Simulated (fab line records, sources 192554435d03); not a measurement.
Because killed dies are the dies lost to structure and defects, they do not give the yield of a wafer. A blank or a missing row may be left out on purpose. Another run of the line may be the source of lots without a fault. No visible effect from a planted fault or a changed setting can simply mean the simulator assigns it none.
8D (eight disciplines) problem report, filled in by code / flow n5-finfet / the parts of the form that need people (team, actions taken, sign-off) are left out

== 1. THE ISSUE ==
A mean of 28.3 nm is read at N5_BEOL_M4_OCD_MEAS_38 for trench-depth-nm, taken on 1 wafer of 1 lot, against 55.5 nm (standard deviation 1.1) on wafers free of any fault. That puts it -25 standard deviations away from the usual mean.
The first sign was on wafer L460.5 at day 12 11:43, on ocd-02. Wafers with a number at this step in the record: 25, from 9 lots. Rule for "out", or "out of limits": more than 4 standard deviations from the usual mean. Any other wafer with a number is counted as sound.

== 2. WHAT THIS IS AND IS NOT ==
question=which readings at this step | is=trench-depth-nm | is not=-
question=which lots | is=L460 | is not=L445, L446, L447, L449, L453, L455, L467, L468
question=which wafers of those lots | is=L460.5 | is not=L460.3
question=read on which gauges | is=ocd-02 | is not=ocd-01
question=when | is=from day 12 11:43 | is not=up to then (18 sound wafers); but 6 sound wafers of L467, L468 came after

== 3. THE SUSPECTS, EACH WITH WHAT RULES IT OUT ==
Counting: a tool at a process step up to the reading stays a suspect if it ran every lot that is out. Sound lots after the first of them don't rule it out here, since some wafers of a struck lot are sound.
- the gauge at N5_BEOL_M4_OCD_MEAS_38 is ruled out. All the wafers that are out were read on ocd-02, but those of them that N5_BEOL_M4_THK_MEAS_53 has rows for are out there too, on other tools.
- rie-diel-01 at N5_BEOL_M4_TRENCH_ETCH_37 (etches SiOC in C4F6/O2, target depth 55.555 nm, time 29.2 s): kept. The lot that is out, L460, ran on it at day 12 11:34; the last sound lot it ran before that was L453, at day 9 20:05.
- Within rie-diel-01 at N5_BEOL_M4_TRENCH_ETCH_37, the wafers that are out were processed in chamber 3 and their sound lot-mates in chamber 2.
Remaining after the count: rie-diel-01 at N5_BEOL_M4_TRENCH_ETCH_37.

== 4. THE CAUSE (what the simulator had put in) ==
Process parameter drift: rie-diel-01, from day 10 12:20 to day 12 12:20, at N5_BEOL_M4_TRENCH_ETCH_37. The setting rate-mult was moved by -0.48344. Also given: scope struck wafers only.
Counting left only this tool.

== 5. SEQUENCE OF EFFECTS, ordered by route ==
Rows list readings where the struck wafers' mean (over those with a number) sits beyond 3 standard deviations from the usual. Only readings for which the record gives a usual standard deviation are gone through. hours: the time from each lot's start at the first step in this table that gives one to its start at this step, as a median over the lots. sigmas: the change in usual standard deviations.
hours=0; step=N5_BEOL_M4_TRENCH_ETCH_37; reading=oes-product-au; usual=0.82 a.u.; on struck wafers=0.55; change=-0.27; sigmas=-3.2
hours=0; step=N5_BEOL_M4_OCD_MEAS_38; reading=trench-depth-nm; usual=55.5 nm; on struck wafers=28.3; change=-27.2; sigmas=-25
hours=4; step=N5_BEOL_M4_THK_MEAS_53; reading=M4_THK; usual=39.6 nm; on struck wafers=12.8; change=-26.8; sigmas=-17
hours=5; step=N5_BEOL_M4_RS_MEAS_58; reading=M4_RS; usual=0.67 ohm/sq; on struck wafers=3.15; change=+2.48; sigmas=+73
hours=114; step=N5_PASSIVATION_PROBE_49; reading=defect-limited-yield; usual=91.2 %; on struck wafers=0.6; change=-90.6; sigmas=-57
hours=114; step=N5_PASSIVATION_PROBE_49; reading=killed_at_M4_up; usual=14; on struck wafers=1077; change=+1063; sigmas=+99 or more
hours=114; step=N5_PASSIVATION_PROBE_49; reading=killed-dies; usual=104; on struck wafers=1173; change=+1069; sigmas=+56
hours=114; step=N5_PASSIVATION_PROBE_49; reading=killed-on-rim; usual=13; on struck wafers=152; change=+139; sigmas=+36
hours=114; step=N5_PASSIVATION_PROBE_49; reading=sort_bin_5_function; usual=5.1 %; on struck wafers=95.4; change=+90.3; sigmas=+90
hours=114; step=N5_PASSIVATION_PROBE_49; reading=sort-n-pass; usual=1075; on struck wafers=7; change=-1068; sigmas=-49
hours=114; step=N5_PASSIVATION_PROBE_49; reading=sort-yield-pct; usual=91.1 %; on struck wafers=0.6; change=-90.5; sigmas=-48
Process steps it contains:
- N5_BEOL_M4_TRENCH_ETCH_37: etches SiOC in C4F6/O2, target depth 55.555 nm, time 29.2 s.
- N5_PASSIVATION_PROBE_49

== 6. HOW IT WOULD HAVE BEEN CAUGHT EARLIER ==
In this record the first reading out of limits at a measuring or inspecting step was taken at day 12 11:43, 47 hours after the fault began at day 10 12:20.
Of the tool readings at N5_BEOL_M4_TRENCH_ETCH_37 for which the record gives a usual standard deviation, none was out on any struck wafer, so an alarm limit of 4 standard deviations on them would not have fired.
The start of N5_BEOL_M4_TRENCH_ETCH_37 on rie-diel-01 came by day 12 11:43 for every one of the lots that are out (1). A hold on the tool at that time would have spared none of them.
